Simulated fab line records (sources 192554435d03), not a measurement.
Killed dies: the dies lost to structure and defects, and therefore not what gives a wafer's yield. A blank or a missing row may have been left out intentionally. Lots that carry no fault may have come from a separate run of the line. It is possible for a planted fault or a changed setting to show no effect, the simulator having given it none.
Split-lot trial ; flow n5_finfet ; on a route of 1938 steps: 7 lots, 39 wafers read

## ABOUT THE SPLIT
At N5_FIN_SAQP_ETCH_65 (etches SiO2 in CF4, target depth 4 nm, time 4.4 s), the setting time_s was moved away from the recipe's 4.4 s on 9 of the 39 wafers read, by -42.7% to +18.3%. The other wafers ran this setting at the recipe's value.

The reading comes from the split's own step.

## THE READING
etch.depth_nm (the simulator's own value, which no gauge read), in nm, at N5_FIN_SAQP_ETCH_65 (etches SiO2 in CF4, target depth 4 nm, time 4.4 s). There is no usual value for it anywhere in the file. The 30 wafers here that ran the recipe average 4.036 nm, standard deviation 0.1 nm.

wafer;tool, chamber at the split;time_s as run, s;against the recipe;etch.depth_nm, nm;against lot-mates on the recipe
L080.1;rie_si-03, 1;4.4;recipe;4.031;-
L080.2;rie_si-03, 3;4.4;recipe;4.187;-
L080.3;rie_si-03, 0;4.4;recipe;3.948;-
L080.4;rie_si-03, 2;4.4;recipe;4.054;-
L080.5;rie_si-03, 0;4.4;recipe;3.933;-
L080.6;rie_si-03, 3;4.4;recipe;4.232;-
L081.1;rie_si-03, 1;4.4;recipe;4.001;-
L081.2;rie_si-03, 3;4.4;recipe;4.183;-
L081.3;rie_si-03, 0;4.4;recipe;3.932;-
L081.4;rie_si-03, 2;3.227;-26.7%;2.966;-1.073
L081.5;rie_si-03, 3;3.227;-26.7%;3.05;-0.989
L081.6;rie_si-03, 0;3.227;-26.7%;2.891;-1.148
L082.1;rie_si-03, 1;4.4;recipe;4;-
L082.2;rie_si-03, 3;4.4;recipe;4.203;-
L082.3;rie_si-03, 2;4.4;recipe;3.989;-
L082.4;rie_si-03, 0;4.4;recipe;3.907;-
L082.5;rie_si-03, 3;4.4;recipe;4.19;-
L082.6;rie_si-03, 0;4.4;recipe;3.883;-
L084.1;rie_si-05, 2;2.523;-42.7%;2.368;-1.693
L084.2;rie_si-05, 0;4.4;recipe;4.145;-
L084.3;rie_si-05, 1;4.4;recipe;3.941;-
L084.4;rie_si-05, 3;4.4;recipe;4.096;-
L084.5;rie_si-05, 0;2.523;-42.7%;2.359;-1.702
L084.6;rie_si-05, 1;2.523;-42.7%;2.252;-1.809
L087.1;rie_si-05, 2;4.4;recipe;4.057;-
L087.2;rie_si-05, 1;4.4;recipe;3.872;-
L087.3;rie_si-05, 0;4.4;recipe;4.066;-
L087.4;rie_si-05, 3;4.4;recipe;4.032;-
L087.5;rie_si-05, 0;4.4;recipe;4.067;-
L087.6;rie_si-05, 3;4.4;recipe;4.051;-
L088.1;rie_si-02, 2;4.4;recipe;4.097;-
L088.5;rie_si-02, 0;4.4;recipe;4.005;-
L088.6;rie_si-02, 1;4.4;recipe;3.879;-
L090.1;rie_si-05, 2;5.206;+18.3%;4.906;+0.875
L090.2;rie_si-05, 1;4.4;recipe;3.909;-
L090.3;rie_si-05, 0;4.4;recipe;4.117;-
L090.4;rie_si-05, 3;4.4;recipe;4.067;-
L090.5;rie_si-05, 2;5.206;+18.3%;4.881;+0.850
L090.6;rie_si-05, 3;5.206;+18.3%;4.802;+0.771

THE FIT
A straight line over all 39 wafers: etch.depth_nm changes by +0.0408 nm for each +1% of time_s; r = +0.99; the points scatter about the line by 0.099 nm.
The same after taking each lot's own level away (the mean of its wafers on the recipe; 39 wafers): +0.0413 nm for each +1%; r = +0.99; scatter 0.097 nm.
That fit puts the effect of the largest move of time_s on the reading at 1.8 nm.
Measured against the standard deviation above, the lots' own levels, which go from 3.9937 to 4.0642 nm, span 0.7 times it.
Consequently the slope shifts little with the lot-to-lot level, the two slopes agreeing.
Check: with one of the wafers moved furthest among these (-42.7%) left out of the fit, the line predicts -1.77 nm for it against its lot-mates. It came out at -1.69 nm against them.

## FILE'S OWN FIT
etch.depth_nm changes by +0.0411 nm for each +1% of time_s, r = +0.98.
